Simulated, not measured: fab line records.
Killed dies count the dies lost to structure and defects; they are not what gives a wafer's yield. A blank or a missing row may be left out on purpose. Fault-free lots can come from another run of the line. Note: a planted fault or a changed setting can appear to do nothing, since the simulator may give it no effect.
Matching of chambers / flow n5-finfet / rie-diel-01 running N5_MOL_CONTACT_COAG_ETCH_65: 4 sister chambers
The step etches underlayer in N2/H2, target depth 13 nm, time 10.4 s. 4 wafers are shown with their chamber, then 10 later ones without.

== WAFERS, EACH WITH ITS CHAMBER ==
wafer=L085.4; chamber=1; drypump-motor-current-A (A)=5.8
wafer=L086.4; chamber=2; drypump-motor-current-A (A)=5.1
wafer=L086.5; chamber=3; drypump-motor-current-A (A)=6.5
wafer=L090.4; chamber=0; drypump-motor-current-A (A)=5.6

== WAFERS WITH NO CHAMBER GIVEN ==
wafer=L090.6; drypump-motor-current-A (A)=6.5
wafer=L092.2; drypump-motor-current-A (A)=6.6
wafer=L092.3; drypump-motor-current-A (A)=5.8
wafer=L092.5; drypump-motor-current-A (A)=6.5
wafer=L093.2; drypump-motor-current-A (A)=5.8
wafer=L093.4; drypump-motor-current-A (A)=6.5
wafer=L093.6; drypump-motor-current-A (A)=5.8
wafer=L096.1; drypump-motor-current-A (A)=5.1
wafer=L096.3; drypump-motor-current-A (A)=5.8
wafer=L096.4; drypump-motor-current-A (A)=5.6

== WHICH CHAMBER EACH WENT THROUGH ==
wafer=L090.6; from the rows above=3; in truth=3
wafer=L092.2; from the rows above=3; in truth=3
wafer=L092.3; from the rows above=1; in truth=1
wafer=L092.5; from the rows above=3; in truth=3
wafer=L093.2; from the rows above=1; in truth=1
wafer=L093.4; from the rows above=3; in truth=3
wafer=L093.6; from the rows above=1; in truth=1
wafer=L096.1; from the rows above=2; in truth=2
wafer=L096.3; from the rows above=1; in truth=1
wafer=L096.4; from the rows above=0; in truth=0
Correctly placed: 10 of 10. Number that these rows cannot place: 0. 0 placed wrongly.
How it was worked out, from the rows above alone: a wafer's distance from a chamber is the root of the sum, over the readings, of the square of ((its reading less the chamber's mean) divided by the reading's scatter). If the next closest chamber is less than 2 further off than the closest, the wafer can't be placed; otherwise it belongs to the closest. The mean given for a chamber averages the wafers shown for that chamber. The scatter: root of mean squared gap, hidden wafer to nearest shown wafer, with one shown wafer a chamber.
